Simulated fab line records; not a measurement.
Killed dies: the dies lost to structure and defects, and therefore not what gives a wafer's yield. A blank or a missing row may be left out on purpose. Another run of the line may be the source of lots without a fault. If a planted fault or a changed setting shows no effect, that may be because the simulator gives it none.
Which tool is to blame? ; flow n5_finfet ; 10 lots with 27 wafers sampled at 3 steps, on a route of 1938 steps

== WHAT EACH GAUGE READ, for each wafer ==
N5_BEOL_M4_RC_MEAS_101. Usual: DIBL_N 36.1 mV/V, standard deviation 1.5; DIBL_P 36.1 mV/V, standard deviation 1.9; IOFF_N 0.159 nA/um, standard deviation 0.029; IOFF_P 0.21 nA/um, standard deviation 0.038; ION_N 675 uA/um, standard deviation 11; ION_P 464 uA/um, standard deviation 8.1; SS_N 71.5 mV/dec, standard deviation 0.57; SS_P 73.3 mV/dec, standard deviation 0.64; VT_N 249 mV, standard deviation 3.1; VT_P -250 mV, standard deviation 3.8.
lot;measured;on;DIBL_N (mV/V);DIBL_P (mV/V);IOFF_N (nA/um);IOFF_P (nA/um);ION_N (uA/um);ION_P (uA/um);SS_N (mV/dec);SS_P (mV/dec);VT_N (mV);VT_P (mV);flag
L140;day 8 09:32;prober-01;37.8 35.9 36.7;37.3 34.2 36.4;0.161 0.137 0.148;0.24 0.19 0.22;666 672 654;464 462 454;71.8 72.3 71.5;73.8 72.5 73.3;249 250 253;-246 -249 -247;
L143;day 9 07:42;prober-02;38.1 36.5 37.6;37.4 35.2 35.9;0.169 0.151 0.170;0.23 0.20 0.20;670 679 669;461 469 458;72.0 71.3 71.9;73.6 73.0 73.2;250 249 247;-250 -250 -251;
L147;day 10 05:15;prober-01;38.4 34.1;39.8 34.0;0.223 0.149;0.27 0.19;690 677;473 467;71.5 71.1;73.7 72.8;245 247;-246 -251;
L148;day 10 11:02;prober-01;38.9 37.4;38.2 37.4;0.232 0.209;0.31 0.29;695 695;477 477;72.1 72.2;74.8 74.1;242 245;-240 -241;
L152;day 11 15:29;prober-01;34.6 34.1 37.3;33.0 32.4 36.1;0.133 0.122 0.177;0.17 0.16 0.21;675 666 684;462 459 467;70.8 71.0 71.5;72.3 72.4 74.1;248 252 248;-253 -255 -251;
L154;day 12 05:31;prober-01;35.6 36.9 36.6;37.1 37.5 37.7;0.150 0.166 0.169;0.19 0.19 0.20;663 676 675;457 460 457;71.3 72.4 72.3;73.5 73.6 73.7;253 248 251;-254 -254 -254;
L155;day 12 10:04;prober-01;35.3 37.3;36.4 39.1;0.159 0.206;0.21 0.26;688 689;463 468;72.2 72.0;73.5 74.1;248 244;-249 -247;
L156;day 12 12:51;prober-01;36.9 36.9 36.4;39.4 39.2 38.2;0.195 0.187 0.174;0.25 0.23 0.22;675 673 671;465 463 462;71.8 72.0 72.4;74.3 74.5 74.7;247 249 250;-247 -252 -248;
L159;day 13 18:02;prober-02;37.1 37.5 37.6;37.1 37.7 37.6;0.173 0.192 0.198;0.30 0.32 0.31;677 689 686;479 481 473;71.4 72.1 72.0;73.3 73.7 74.3;246 247 245;-241 -242 -244;
L160;day 14 09:27;prober-01;36.2 36.6 34.8;36.8 36.4 36.0;0.181 0.180 0.168;0.23 0.23 0.23;684 680 686;469 468 473;71.1 70.9 71.5;73.3 72.5 73.6;247 246 244;-247 -248 -247;

N5_MIM_TOP_LITHO_OVL_MEAS_11. Usual: MIM_TOP_OVL typically reads 1 nm, with standard deviation 4.7.
lot;measured;on;MIM_TOP_OVL (nm);flag
L140;day 11 21:08;overlay-02;5 7 6;
L143;day 13 13:51;overlay-01;4 -6 8;
L147;day 14 05:13;overlay-02;5 9;
L148;day 14 12:04;overlay-01;4 4;
L152;day 15 13:59;overlay-02;0 -2 2;
L154;day 16 16:36;overlay-01;-3 4 1;
L155;day 16 07:44;overlay-02;9 -3;
L156;day 16 08:49;overlay-02;-4 -5 -1;
L159;day 17 20:16;overlay-01;2 7 8;
L160;day 17 20:31;overlay-02;6 3 11;

== TOOL THAT RAN EACH LOT (tool first, then ch and the chambers of the sampled wafers, then the start) ==
lot;N5_BEOL_M15_STRIP_37
L140;rie_diel-04 ch 0,1,2, day 11 21:08 or earlier
L143;rie_diel-04 ch 0,3, day 13 13:51 or earlier
L147;rie_diel-04 ch 2,3, day 14 05:13 or earlier
L148;rie_diel-03 ch 2,3, day 14 12:04 or earlier
L152;rie_diel-03 ch 0,2,3, day 15 13:59 or earlier
L154;rie_diel-04 ch 2,3, day 16 16:36 or earlier
L155;rie_diel-04 ch 0, day 16 07:44 or earlier
L156;rie_diel-05 ch 0,3, day 16 08:49 or earlier
L159;rie_diel-04 ch 1,2, day 17 20:16 or earlier
L160;rie_diel-03 ch 0,2, day 17 20:31 or earlier
- N5_BEOL_M15_STRIP_37: strips in O2.

== AS READ BY THE TOOLS THEMSELVES (means over the sampled wafers that have a number; for cases with no such wafer, the mark the record gives instead) ==
N5_BEOL_M15_STRIP_37. Usual: drypump_motor_current_A 5.6 A, standard deviation 0.53; oes_product_au 0.82 a.u., standard deviation 0.1; rf_vpp_V 3.6 V, standard deviation 0.57; showerhead_plenum_p_Torr 2.09 Torr, standard deviation 0.081; throttle_valve_pct 16.56 %, standard deviation 0.28.
lot;tool;drypump_motor_current_A (A);oes_product_au (a.u.);rf_vpp_V (V);showerhead_plenum_p_Torr (Torr);throttle_valve_pct (%);flag
L140;rie_diel-04;5.4;0.69;3.9;2.02;16.81;
L143;rie_diel-04;5.4;0.70;3.4;1.99;16.70;
L147;rie_diel-04;6.2;0.87;3.0;2.04;16.70;
L148;rie_diel-03;6.0;0.80;2.6;2.12;16.69;
L152;rie_diel-03;5.9;0.82;3.7;2.10;16.68;
L154;rie_diel-04;6.2;0.86;4.0;2.04;16.73;
L155;rie_diel-04;5.1;0.98;3.8;2.23;16.19;
L156;rie_diel-05;5.4;0.82;3.0;2.08;16.14;
L159;rie_diel-04;5.9;0.82;4.2;2.04;16.74;
L160;rie_diel-03;6.3;0.76;4.1;2.13;16.74;

== THE ANSWER, worked out from the rows above alone ==
Rule: a lot counts as off when the mean over its wafers that have a number is more than 3 standard deviations away from the usual mean. A lot without any number at a reading at which 4 lots or more have one is off too. All remaining lots with rows at the step are treated as sound. After the gauges, taken in route order, come the tools' own readings; for these a lot's mean is taken, as printed above. The first step at which some lot is off is used, and at that step the reading that is off furthest; a lot without a number counts as furthest.
Across all readings shown, no lot is off: no conclusion can be drawn from this.

== WHAT WAS PUT IN BY THE SIMULATOR ==
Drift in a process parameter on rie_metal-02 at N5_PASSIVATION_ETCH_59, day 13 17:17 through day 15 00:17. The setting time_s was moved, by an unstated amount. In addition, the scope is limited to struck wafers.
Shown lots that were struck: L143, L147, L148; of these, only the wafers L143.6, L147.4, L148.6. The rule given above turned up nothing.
